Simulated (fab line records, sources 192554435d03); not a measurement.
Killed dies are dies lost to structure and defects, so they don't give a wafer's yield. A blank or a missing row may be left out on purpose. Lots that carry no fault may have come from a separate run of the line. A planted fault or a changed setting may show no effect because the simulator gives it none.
fab line records	flow n5Finfet	part 1 of 2: steps 1 to 21 of 26
record: lots: 5	wafers: 15	lastDay: 18
route steps=1938 shown MOL_CONTACT_COAG@594
lots that met no fault: from a run of the same line without faults
startH: hours from the record's opening day to when the first of the lot's shown wafers began	waitH: hours elapsed since this lot's preceding step	" the same as in the row above	L1.1+2: a single row standing in for several wafers	- no value present, or no start provided	* or withheld: withheld	< > ~ a bound
route shown NAME@n: a module of which the file shows steps, and the number in the route of the first	usual: mean and standard deviation over wafers with no fault	same: alike in all rows	chamber/n: place in a boat	sites: per-site readings	_std_site: how widely they spread, as a standard deviation	_edge_site: the outer-site mean with the inner-site mean subtracted	radiusMm: how far each site lies from the wafer's centre	mask NAME#n: copy n	behind: tool/chamber where the wafer was last shaped	hold: why the lot was held/for how many hours/how that ended	device: the n, p or np transistor that did not switch	end of line: tests of these same wafers at the route's end	for a step that has no rows: nothing shown but its recipe	killed: the dies lost at the first sort to structure and to defects; this is not the yield of the wafer	map: shows each die of a wafer: x if killed, . if not, _ if none is there
set.NAME: the setting that was run; set.NAME@STEP: the one run at that earlier step	model.NAME: the simulator's own value behind a step, which no gauge read
lots at some steps of the route; a table a step, a row a wafer
services: a tool's chamber out of use, with start hour (startH, from the record's first day; less than 0 if before it), hours out, and reason
== steps ==
step: N5_MOL_CONTACT_COAG_COAT_63
recipe: resist: SiARC	tempC: 220	timeS: 60	spinRpm: 1500	resistThkNm: 10
usual: spinSpeedRpm: 1500.1/0.99
same: timeS: 60
lot.wafer	tool	chamber	startH	waitH	spinSpeedRpm
L074.1	lithoTrack-02	0	-	-	1501.8
L074.2	"	0	"	"	1501.4
L074.6	"	0	"	"	1499.5
L081.2	lithoTrack-03	0	-	-	1498.9
L081.4	"	0	"	"	1498.5
L081.5	"	0	"	"	1500.1
L084.1	lithoTrack-03	0	-	-	1498.6
L084.3	"	0	"	"	1500.6
L084.4	"	0	"	"	1500.8
L086.1	lithoTrack-03	0	-	-	1500.5
L086.4	"	0	"	"	1500.5
L086.5	"	0	"	"	1500.5
L095.1	lithoTrack-05	0	-	-	1497.5
L095.2	"	0	"	"	1498.0
L095.3	"	0	"	"	1499.3
step: N5_MOL_CONTACT_COAG_COAT_64
recipe: resist: underlayer	tempC: 205	timeS: 60	spinRpm: 1500	resistThkNm: 10
usual: spinSpeedRpm: 1499.9/1
same: timeS: 60
lot.wafer	tool	chamber	startH	waitH	spinSpeedRpm
L074.1	lithoTrack-02	0	-	-	1501.4
L074.2	"	0	"	"	1499.8
L074.6	"	0	"	"	1498.3
L081.2	lithoTrack-03	0	-	-	1499.1
L081.4	"	0	"	"	1499.9
L081.5	"	0	"	"	1498.4
L084.1	lithoTrack-03	0	-	-	1499.7
L084.3	"	0	"	"	1501.6
L084.4	"	0	"	"	1499.5
L086.1	lithoTrack-03	0	-	-	1500.5
L086.4	"	0	"	"	1499.3
L086.5	"	0	"	"	1501.0
L095.1	lithoTrack-05	0	-	-	1500.7
L095.2	"	0	"	"	1498.9
L095.3	"	0	"	"	1501.1
step: N5_MOL_CONTACT_COAG_COAT_34
recipe: resist: CAR-EUV	spinRpm: 1500	resistThkNm: 40
usual: spinSpeedRpm: 1500.0/0.99
lot.wafer	tool	chamber	startH	waitH	spinSpeedRpm
L074.1	lithoTrack-02	0	-	-	1501.3
L074.2	"	0	"	"	1498.6
L074.6	"	0	"	"	1500.0
L081.2	lithoTrack-03	0	-	-	1498.0
L081.4	"	0	"	"	1500.3
L081.5	"	0	"	"	1499.7
L084.1	lithoTrack-03	0	-	-	1498.7
L084.3	"	0	"	"	1501.1
L084.4	"	0	"	"	1500.1
L086.1	lithoTrack-03	0	-	-	1499.6
L086.4	"	0	"	"	1499.9
L086.5	"	0	"	"	1499.6
L095.1	lithoTrack-05	0	-	-	1501.6
L095.2	"	0	"	"	1499.7
L095.3	"	0	"	"	1499.4
step: N5_MOL_CONTACT_COAG_EBR_36
recipe: solvent: PGMEA	ebrWidthMm: 1.5
lot.wafer	tool	chamber	startH	waitH
L074.1+2+6	lithoTrack-02	0	-	-
L081.2+4+5	lithoTrack-03	0	-	-
L084.1+3+4	lithoTrack-03	0	-	-
L086.1+4+5	lithoTrack-03	0	-	-
L095.1+2+3	lithoTrack-05	0	-	-
step: N5_MOL_CONTACT_COAG_SOFTBAKE_35
recipe: tempC: 110	timeS: 60	resist: CAR-EUV
same: timeS: 60
lot.wafer	tool	chamber	startH	waitH
L074.1+2+6	lithoTrack-02	0	-	-
L081.2+4+5	lithoTrack-03	0	-	-
L084.1+3+4	lithoTrack-03	0	-	-
L086.1+4+5	lithoTrack-03	0	-	-
L095.1+2+3	lithoTrack-05	0	-	-
step: N5_MOL_CONTACT_COAG_EXPOSE_37
recipe: maskId: VD	na: 0.33	sourceShape: annular	sigmaInner: 0.3	sigmaOuter: 0.7	polarization: unpolarized	defocusNm: 0	doseMj: 62
same: sigmaInner: 0.3
lot.wafer	tool	chamber	startH	waitH	mask
L074.1+2+6	euvScanner-02	0	103.66	-	VD#0
L081.2+4+5	euvScanner-01	0	145.22	-	VD#0
L084.1+3+4	euvScanner-01	0	158.18	-	VD#0
L086.1+4+5	euvScanner-01	0	171.44	-	VD#0
L095.1+2+3	euvScanner-02	0	229.68	-	VD#0
step: N5_MOL_CONTACT_COAG_PEB_38
recipe: pebTempC: 100	pebTimeS: 60	resist: CAR-EUV
lot.wafer	tool	chamber	startH	waitH
L074.1+2+6	lithoTrack-02	0	103.74	0.1
L081.2+4+5	lithoTrack-05	0	145.29	0.1
L084.1+3+4	lithoTrack-03	0	158.26	0.1
L086.1+4+5	lithoTrack-05	0	171.52	0.1
L095.1+2+3	lithoTrack-02	0	229.76	0.1
step: N5_MOL_CONTACT_COAG_DEVELOP_39
recipe: developTimeS: 30	developer: TMAH	resist: CAR-EUV	rinseLiquid: surfactantRinse	dry: airSpin	devTempC: 23
same: developTimeS: 30
lot.wafer	tool	chamber	startH	waitH
L074.1+2+6	lithoTrack-02	0	-	-
L081.2+4+5	lithoTrack-05	0	-	-
L084.1+3+4	lithoTrack-03	0	-	-
L086.1+4+5	lithoTrack-05	0	-	-
L095.1+2+3	lithoTrack-02	0	-	-
step: N5_MOL_CONTACT_COAG_CD_MEAS_40
recipe: targetCdNm: 25.1	landingEnergyEv: 500	detector: seInlens	polarity: opening
usual: cdNm: 25.16/0.24
lot.wafer	tool	chamber	startH	waitH	cdNm
L074.1	cdSem-01	0	103.81	-	25.19
L074.2	"	0	"	"	25.28
L074.6	"	0	"	"	25.44
L081.2	cdSem-01	0	145.36	-	25.06
L081.4	"	0	"	"	24.89
L081.5	"	0	"	"	25.45
L084.1	cdSem-03	0	158.33	-	24.74
L084.3	"	0	"	"	25.24
L084.4	"	0	"	"	25.44
L086.1	cdSem-02	0	171.58	-	25.05
L086.4	"	0	"	"	25.35
L086.5	"	0	"	"	25.35
L095.1	cdSem-01	0	229.83	-	25.07
L095.2	"	0	"	"	25.34
L095.3	"	0	"	"	24.97
step: N5_MOL_CONTACT_COAG_OVL_MEAS_41
recipe: pointsPerWafer: 522
usual: VD_OVL: 0.8/0.72
lot.wafer	tool	chamber	startH	waitH	VD_OVL[nm]
L074.1	overlay-01	0	103.84	0.0	1.4
L074.2	"	0	"	"	0.3
L074.6	"	0	"	"	1.1
L081.2	overlay-02	0	145.39	0.0	-0.2
L081.4	"	0	"	"	0.1
L081.5	"	0	"	"	1.3
L084.1	overlay-02	0	158.36	0.0	0.0
L084.3	"	0	"	"	-0.6
L084.4	"	0	"	"	1.0
L086.1	overlay-01	0	171.62	0.0	1.4
L086.4	"	0	"	"	-0.3
L086.5	"	0	"	"	1.0
L095.1	overlay-01	0	229.86	0.0	1.4
L095.2	"	0	"	"	1.0
L095.3	"	0	"	"	1.2
step: N5_MOL_CONTACT_COAG_INSPECT_42
recipe: mode: adi	inspectInstrument: brightfield
usual: rawDefectCount: 197/51
lot.wafer	tool	chamber	startH	waitH	rawDefectCount
L074.1	defectInspect-01	-	103.90	0.1	148
L074.2	"	-	"	"	134
L074.6	"	-	"	"	197
L081.2	defectInspect-02	-	145.52	0.1	170
L081.4	"	-	"	"	172
L081.5	"	-	"	"	133
L084.1	defectInspect-02	-	158.42	0.1	165
L084.3	"	-	"	"	197
L084.4	"	-	"	"	200
L086.1	defectInspect-01	-	171.67	0.1	236
L086.4	"	-	"	"	202
L086.5	"	-	"	"	209
L095.1	defectInspect-01	-	229.91	0.1	195
L095.2	"	-	"	"	203
L095.3	"	-	"	"	243
step: N5_MOL_CONTACT_COAG_DESCUM_45
recipe: chemistry: O2	timeS: 7	sourcePowerW: 50	biasPowerW: 20	pressureMtorr: 20	rfFrequencyHz: 2.712e+07	tempC: 40	resist: CAR-EUV	o2FlowSccm: 225
usual: drypumpMotorCurrentA: 5.6/0.47	oesProductAu: 0.78/0.1	rfVppV: 242.5/1.1	showerheadPlenumPTorr: 2.07/0.052	throttleValvePct: 20.5/0.31
same: timeS: 7
lot.wafer	tool	chamber	startH	waitH	drypumpMotorCurrentA	oesProductAu	rfHoursCounterH	rfVppV	showerheadPlenumPTorr	throttleValvePct
L074.1	rieDiel-03	2	104.01	0.1	5.8	0.71	231	239.7	1.99	20.8
L074.2	"	3	"	"	5.8	0.84	75	243.0	2.14	20.6
L074.6	"	2	"	"	5.8	0.71	-	240.5	1.99	20.8
L081.2	rieDiel-03	0	145.68	0.2	5.2	0.72	180	242.4	1.99	20.3
L081.4	"	1	"	"	5.9	0.95	9	245.0	2.16	20.1
L081.5	"	1	"	"	5.9	0.95	-	245.2	2.16	20.1
L084.1	rieDiel-03	3	159.11	0.7	5.8	0.80	97	243.6	2.13	20.6
L084.3	"	0	"	"	5.2	0.72	187	243.2	1.98	20.3
L084.4	"	3	"	"	5.8	0.80	-	243.2	2.13	20.6
L086.1	rieDiel-01	3	171.71	0.0	6.1	0.84	73	241.8	2.03	20.0
L086.4	"	0	"	"	4.9	0.68	-	241.3	2.06	20.8
L086.5	"	3	"	"	6.1	0.84	-	242.9	2.03	20.0
L095.1	rieDiel-06	0	230.03	0.1	5.7	0.77	132	242.6	1.99	20.0
L095.2	"	1	"	"	5.7	0.68	229	243.8	2.06	20.6
L095.3	"	3	"	"	6.0	0.65	246	242.3	2.08	21.0
step: N5_MOL_CONTACT_COAG_ETCH_65
recipe: chemistry: N2/H2	target: underlayer	targetDepthA: 130	maskMaterial: CAR-EUV	timeS: 10.4	ionEnergyEv: 200	pressureMtorr: 30	sourceW: 840	biasW: 150	n2FlowSccm: 200	h2FlowSccm: 200	ends: cleared
usual: drypumpMotorCurrentA: 5.7/0.47	etchRfOnTimeS: 10.39/0.29	oesProductAu: 0.67/0.083	rfVppV: 522.8/1.7	showerheadPlenumPTorr: 2.50/0.057	throttleValvePct: 17.9/0.3
lot.wafer	tool	chamber	startH	waitH	drypumpMotorCurrentA	etchRfOnTimeS	oesProductAu	rfHoursCounterH	rfVppV	showerheadPlenumPTorr	throttleValvePct
L074.1	rieDiel-03	2	104.05	0.0	5.8	10.73	0.59	231	519.5	2.41	18.1
L074.2	"	3	"	"	5.8	10.48	0.69	75	521.7	2.58	18.0
L074.6	"	2	"	"	5.9	10.64	0.60	-	519.3	2.41	18.1
L081.2	rieDiel-03	0	145.71	0.0	5.2	10.22	0.62	180	520.7	2.44	18.0
L081.4	"	1	"	"	5.9	10.01	0.82	9	526.9	2.60	17.3
L081.5	"	1	"	"	5.9	10.10	0.82	-	524.1	2.60	17.3
L084.1	rieDiel-03	3	159.15	0.0	5.8	10.46	0.67	97	524.7	2.57	18.1
L084.3	"	0	"	"	5.2	10.30	0.62	187	520.1	2.44	18.0
L084.4	"	3	"	"	5.8	10.41	0.68	-	526.1	2.57	18.1
L086.1	rieDiel-01	3	171.74	0.0	6.1	10.33	0.71	73	520.8	2.47	17.4
L086.4	"	0	"	"	4.9	10.14	0.59	-	522.8	2.51	18.2
L086.5	"	3	"	"	6.1	10.37	0.71	-	522.5	2.47	17.4
L095.1	rieDiel-06	0	230.06	0.0	5.7	10.35	0.66	132	521.8	2.43	17.5
L095.2	"	1	"	"	5.7	9.97	0.59	229	522.8	2.49	18.0
L095.3	"	3	"	"	6.0	10.53	0.57	246	520.9	2.50	18.2
step: N5_MOL_CONTACT_COAG_ETCH_66
recipe: chemistry: CF4	target: SiARC	targetDepthA: 130	maskMaterial: CAR-EUV	timeS: 21.7	ionEnergyEv: 80	pressureMtorr: 40	sourceW: 545	biasW: 36	Ar_flow_sccm: 100	cf4FlowSccm: 100	ends: cleared
usual: drypumpMotorCurrentA: 5.6/0.47	etchRfOnTimeS: 21.7/0.6	oesProductAu: 0.67/0.083	rfVppV: 183.7/1	showerheadPlenumPTorr: 2.11/0.041	throttleValvePct: 15.63/0.3
lot.wafer	tool	chamber	startH	waitH	drypumpMotorCurrentA	etchRfOnTimeS	oesProductAu	rfHoursCounterH	rfVppV	showerheadPlenumPTorr	throttleValvePct
L074.1	rieDiel-03	2	104.07	0.0	5.8	22.4	0.59	231	183.1	2.04	15.89
L074.2	"	3	"	"	5.8	21.5	0.69	75	184.5	2.16	15.62
L074.6	"	2	"	"	5.9	22.6	0.60	-	182.7	2.04	15.89
L081.2	rieDiel-03	0	145.73	0.0	5.2	21.4	0.63	180	182.8	2.04	15.55
L081.4	"	1	"	"	5.9	20.9	0.82	9	185.5	2.18	15.09
L081.5	"	1	"	"	5.9	20.8	0.82	-	184.3	2.18	15.09
L084.1	rieDiel-03	3	159.17	0.0	5.8	21.6	0.68	97	183.7	2.15	15.68
L084.3	"	0	"	"	5.2	21.5	0.61	187	182.5	2.04	15.55
L084.4	"	3	"	"	5.8	21.6	0.68	-	184.8	2.15	15.66
L086.1	rieDiel-01	3	171.76	0.0	6.1	21.6	0.71	73	183.2	2.08	15.15
L086.4	"	0	"	"	4.8	21.5	0.58	-	183.2	2.13	16.11
L086.5	"	3	"	"	6.1	21.6	0.71	-	184.8	2.08	15.15
L095.1	rieDiel-06	0	230.08	0.0	5.8	21.4	0.66	132	183.6	2.07	15.39
L095.2	"	1	"	"	5.8	21.0	0.59	229	184.1	2.12	15.88
L095.3	"	3	"	"	6.0	22.3	0.56	246	182.9	2.11	15.99
step: N5_MOL_CONTACT_COAG_ALD_133
recipe: material: SiO2	targetThkA: 50	tempC: 100	aldPrecursorFamily: BDEAS	aldCoReactant: O2-plasma	pulseTimeS: 1	coReactantPulseTimeS: 1	purgeTimeS: 2	coReactantPurgeTimeS: 2	aldCycles: 35	pressureTorr: 2
usual: chamberPressureTorr: 2.000/0.0046	heaterPowerW: 78/7.7	precursorPulseHeightRel: 0.998/0.02
lot.wafer	tool	chamber	startH	waitH	chamberPressureTorr	heaterPowerW	precursorPulseHeightRel
L074.1	aldSin-03	0	104.15	0.1	1.996	72	0.991
L074.2	"	2	"	"	2.009	83	1.023
L074.6	"	3	"	"	2.003	85	1.024
L081.2	aldSin-02	3	145.85	0.1	1.996	74	0.996
L081.4	"	2	"	"	1.992	79	0.991
L081.5	"	1	"	"	2.004	82	0.964
L084.1	aldSin-01	1	159.25	0.1	2.002	79	1.012
L084.3	"	3	"	"	1.995	92	1.042
L084.4	"	2	"	"	1.998	76	1.001
L086.1	aldSin-02	0	171.84	0.1	1.998	71	1.002
L086.4	"	3	"	"	2.004	74	1.024
L086.5	"	2	"	"	1.995	80	1.024
L095.1	aldSin-01	1	230.16	0.1	2.008	81	0.989
L095.2	"	2	"	"	1.993	76	1.023
L095.3	"	3	"	"	2.003	92	1.017
step: N5_MOL_CONTACT_COAG_ETCHBACK_134
recipe: chemistry: CHF3	target: SiO2	targetDepthA: 100	timeS: 6.7	ionEnergyEv: 200	pressureMtorr: 30	sourceW: 610	biasW: 170	Ar_flow_sccm: 200	CHF3_flow_sccm: 50
usual: CHF3_flow_sccm: 50.01/0.16	drypumpMotorCurrentA: 5.6/0.47	oesProductAu: 0.79/0.1	rfVppV: 524/11	showerheadPlenumPTorr: 2.35/0.041	throttleValvePct: 18.76/0.28
same: timeS: 6.7
lot.wafer	tool	chamber	startH	waitH	CHF3_flow_sccm	drypumpMotorCurrentA	oesProductAu	rfHoursCounterH	rfVppV	showerheadPlenumPTorr	throttleValvePct
L074.1	rieDiel-06	1	104.33	0.1	49.94	5.7	0.71	195	531	2.35	18.84
L074.2	"	3	"	"	50.11	6.0	0.69	203	522	2.36	19.02
L074.6	"	2	"	"	49.94	4.9	0.95	-	543	2.42	18.79
L081.2	rieDiel-06	2	146.38	0.5	49.88	4.9	0.94	31	542	2.42	18.81
L081.4	"	3	"	"	49.56	6.0	0.67	219	522	2.35	19.05
L081.5	"	3	"	"	49.80	6.0	0.67	-	521	2.35	19.05
L084.1	rieDiel-06	3	159.48	0.2	49.84	6.0	0.67	226	521	2.35	19.07
L084.3	"	2	"	"	50.03	4.9	0.92	37	541	2.41	18.83
L084.4	"	1	"	"	50.17	5.8	0.70	214	531	2.35	18.88
L086.1	rieDiel-03	1	172.06	0.1	49.78	5.9	0.93	20	530	2.41	18.17
L086.4	"	1	"	"	49.97	5.8	0.93	-	527	2.41	18.16
L086.5	"	3	"	"	50.10	5.8	0.78	-	501	2.40	18.86
L095.1	rieDiel-06	2	230.35	0.1	50.07	4.9	0.88	56	543	2.41	18.83
L095.2	"	0	"	"	50.18	5.8	0.77	133	518	2.30	18.51
L095.3	"	3	"	"	50.07	5.9	0.66	246	522	2.34	19.09
step: N5_MOL_CONTACT_COAG_ETCH_67
recipe: chemistry: N2/H2	target: SOC	targetDepthA: 600	overetchA: 210	maskMaterial: SiARC	tempC: 40	timeS: 101.2	ionEnergyEv: 200	pressureMtorr: 30	sourceW: 840	biasW: 150	n2FlowSccm: 200	h2FlowSccm: 200
usual: drypumpMotorCurrentA: 5.7/0.47	oesProductAu: 0.66/0.082	rfVppV: 523.0/1.8	showerheadPlenumPTorr: 2.51/0.054	throttleValvePct: 17.8/0.3
same: timeS: 101.2
lot.wafer	tool	chamber	startH	waitH	drypumpMotorCurrentA	oesProductAu	rfHoursCounterH	rfVppV	showerheadPlenumPTorr	throttleValvePct
L074.1	rieDiel-06	1	104.36	0.0	5.7	0.59	195	523.9	2.51	17.9
L074.2	"	3	"	"	6.0	0.58	203	523.2	2.52	18.1
L074.6	"	2	"	"	4.9	0.78	-	526.2	2.60	18.0
L081.2	rieDiel-06	2	146.42	0.0	4.9	0.77	31	526.5	2.60	18.0
L081.4	"	3	"	"	6.0	0.57	219	524.3	2.51	18.1
L081.5	"	3	"	"	6.0	0.57	-	521.8	2.51	18.1
L084.1	rieDiel-06	3	159.52	0.0	6.0	0.57	226	522.4	2.51	18.2
L084.3	"	2	"	"	4.9	0.76	37	525.3	2.59	18.0
L084.4	"	1	"	"	5.7	0.58	214	523.8	2.50	17.9
L086.1	rieDiel-03	1	172.09	0.0	5.9	0.76	20	525.3	2.60	17.3
L086.4	"	1	"	"	5.9	0.77	-	525.6	2.59	17.3
L086.5	"	3	"	"	5.8	0.66	-	524.5	2.57	18.0
L095.1	rieDiel-06	2	230.38	0.0	4.9	0.73	56	524.4	2.58	18.0
L095.2	"	0	"	"	5.8	0.64	133	520.1	2.43	17.5
L095.3	"	3	"	"	6.0	0.56	246	522.4	2.50	18.2
step: N5_MOL_CONTACT_COAG_STRIP_68
recipe: chemistry: N2/H2	tempC: 40	n2FlowSccm: 200	h2FlowSccm: 200	rfFrequencyHz: 6e+07
lot.wafer	tool	chamber	startH	waitH
L074.1+2+6	rieDiel-06	1,3,2	104.43	0.0
L081.2+4+5	rieDiel-06	2,3,3	146.49	0.0
L084.1+3+4	rieDiel-06	3,2,1	159.59	0.0
L086.1+4+5	rieDiel-03	1,1,3	172.16	0.0
L095.1+2+3	rieDiel-06	2,0,3	230.45	0.0
step: N5_MOL_CONTACT_COAG_STRIP_69
recipe: chemistry: N2/H2	tempC: 40	n2FlowSccm: 200	h2FlowSccm: 200	rfFrequencyHz: 6e+07
lot.wafer	tool	chamber	startH	waitH
L074.1+2+6	rieDiel-06	1,3,2	104.44	0.0
L081.2+4+5	rieDiel-06	2,3,3	146.50	0.0
L084.1+3+4	rieDiel-06	3,2,1	159.60	0.0
L086.1+4+5	rieDiel-03	1,1,3	172.17	0.0
L095.1+2+3	rieDiel-06	2,0,3	230.46	0.0
step: N5_MOL_CONTACT_COAG_ETCHBACK_136
recipe: chemistry: CHF3	target: SiO2	targetDepthA: 250	timeS: 16.7	ionEnergyEv: 200	pressureMtorr: 30	sourceW: 610	biasW: 170	Ar_flow_sccm: 200	CHF3_flow_sccm: 50
usual: CHF3_flow_sccm: 50.01/0.16	drypumpMotorCurrentA: 5.7/0.47	oesProductAu: 0.79/0.1	rfVppV: 524/11	showerheadPlenumPTorr: 2.35/0.041	throttleValvePct: 18.76/0.28
same: timeS: 16.7
lot.wafer	tool	chamber	startH	waitH	CHF3_flow_sccm	drypumpMotorCurrentA	oesProductAu	rfHoursCounterH	rfVppV	showerheadPlenumPTorr	throttleValvePct
L074.1	rieDiel-06	1	104.45	0.0	49.85	5.8	0.70	195	530	2.35	18.84
L074.2	"	3	"	"	50.11	6.0	0.68	203	522	2.36	19.01
L074.6	"	2	"	"	50.03	4.9	0.96	-	543	2.42	18.80
L081.2	rieDiel-06	2	146.51	0.0	49.96	4.9	0.95	31	544	2.42	18.80
L081.4	"	3	"	"	49.82	6.0	0.68	219	522	2.35	19.05
L081.5	"	3	"	"	49.88	6.0	0.68	-	520	2.35	19.04
L084.1	rieDiel-06	3	159.61	0.0	49.97	6.0	0.67	226	522	2.35	19.06
L084.3	"	2	"	"	49.72	4.9	0.93	37	541	2.41	18.81
L084.4	"	1	"	"	49.92	5.8	0.70	214	531	2.35	18.86
L086.1	rieDiel-03	1	172.18	0.0	49.83	5.9	0.93	20	528	2.41	18.17
L086.4	"	1	"	"	50.15	5.9	0.93	-	527	2.41	18.15
L086.5	"	3	"	"	50.00	5.8	0.79	-	502	2.40	18.86
L095.1	rieDiel-06	2	230.47	0.0	50.17	4.9	0.88	56	542	2.41	18.84
L095.2	"	0	"	"	50.10	5.7	0.77	133	518	2.30	18.52
L095.3	"	3	"	"	50.14	6.0	0.65	246	521	2.34	19.11
step: N5_MOL_CONTACT_COAG_STRIP_120
recipe: chemistry: CHF3	resist: SiARC	rfFrequencyHz: 6e+07
lot.wafer	tool	chamber	startH	waitH
L074.1+2+6	rieDiel-06	1,3,2	104.48	0.0
L081.2+4+5	rieDiel-06	2,3,3	146.53	0.0
L084.1+3+4	rieDiel-06	3,2,1	159.63	0.0
L086.1+4+5	rieDiel-03	1,1,3	172.21	0.0
L095.1+2+3	rieDiel-06	2,0,3	230.49	0.0
